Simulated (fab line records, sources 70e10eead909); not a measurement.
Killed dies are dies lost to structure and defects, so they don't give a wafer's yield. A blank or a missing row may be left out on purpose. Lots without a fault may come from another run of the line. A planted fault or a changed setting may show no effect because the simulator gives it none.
Chamber matching | flow nand_harc | NHARC_A_CONTACT_ETCH_110 on rie_diel-06: 4 sister chambers
The step etches the open film in CF4/O2, target depth 60 nm, overetch 6 nm, time 33 s. 16 wafers are shown with their chamber, then 7 later ones without.

WAFERS WITH THEIR CHAMBER
wafer  | chamber | drypump_motor_current_A (A) | showerhead_plenum_p_Torr (Torr) | oes_product_au (a.u.)
L560.1 | 3       | 5.3                         | 1.34                            | 1.010
L560.3 | 0       | 6.4                         | 1.39                            | 1.006
L560.4 | 1       | 5.1                         | 1.31                            | 0.992
L568.1 | 2       | 6.3                         | 1.37                            | 1.003
L568.2 | 3       | 5.4                         | 1.34                            | 1.006
L568.6 | 2       | 6.3                         | 1.37                            | 1.004
L566.1 | 0       | 6.4                         | 1.39                            | 1.011
L566.3 | 1       | 5.1                         | 1.30                            | 1.001
L566.6 | 2       | 6.3                         | 1.37                            | 1.009
L569.1 | 3       | 5.3                         | 1.34                            | 1.010
L569.3 | 2       | 6.3                         | 1.37                            | 1.007
L569.5 | 2       | 6.3                         | 1.37                            | 1.018
L572.1 | 1       | 5.0                         | 1.30                            | 0.996
L572.3 | 0       | 6.4                         | 1.39                            | 1.006
L572.6 | 3       | 5.3                         | 1.33                            | 1.014
L573.2 | 2       | 6.3                         | 1.37                            | 1.012

SIGNATURES (means of the wafers above)
reading                  | chamber 0 | chamber 1 | chamber 2 | chamber 3 | scatter within a chamber
drypump_motor_current_A  | 6.400     | 5.067     | 6.300     | 5.325     | 0.0344
showerhead_plenum_p_Torr | 1.3900    | 1.3033    | 1.3700    | 1.3375    | 0.00344
oes_product_au           | 1.00767   | 0.99633   | 1.00883   | 1.01000   | 0.00451
Rule: a wafer's distance from a chamber is the root of the sum, over the readings, of the square of ((its reading less the chamber's mean) divided by the reading's scatter). The wafer belongs to the nearest chamber; if the next one is less than 2 further off, it can't be placed. The scatter: the root of (the sum of the squares of (reading less its chamber's mean) over the shown wafers, divided by (wafers less chambers)).

WAFERS WITHOUT THEIR CHAMBER
wafer  | drypump_motor_current_A (A) | showerhead_plenum_p_Torr (Torr) | oes_product_au (a.u.)
L573.4 | 5.1                         | 1.30                            | 1.002
L573.5 | 6.4                         | 1.39                            | 0.999
L575.1 | 5.3                         | 1.33                            | 1.013
L575.3 | 6.4                         | 1.39                            | 1.009
L575.5 | 5.3                         | 1.33                            | 1.010
L580.1 | 6.3                         | 1.36                            | 0.999
L580.2 | 5.4                         | 1.33                            | 0.992

WHICH CHAMBER EACH WENT THROUGH
wafer  | from the rows above | in truth
L573.4 | 1                   | 1
L573.5 | 0                   | 0
L575.1 | 3                   | 3
L575.3 | 0                   | 0
L575.5 | 3                   | 3
L580.1 | 2                   | 2
L580.2 | 3                   | 3
Placed correctly: 7 of 7. Can't be placed from these rows: 0. Placed wrongly: 0.
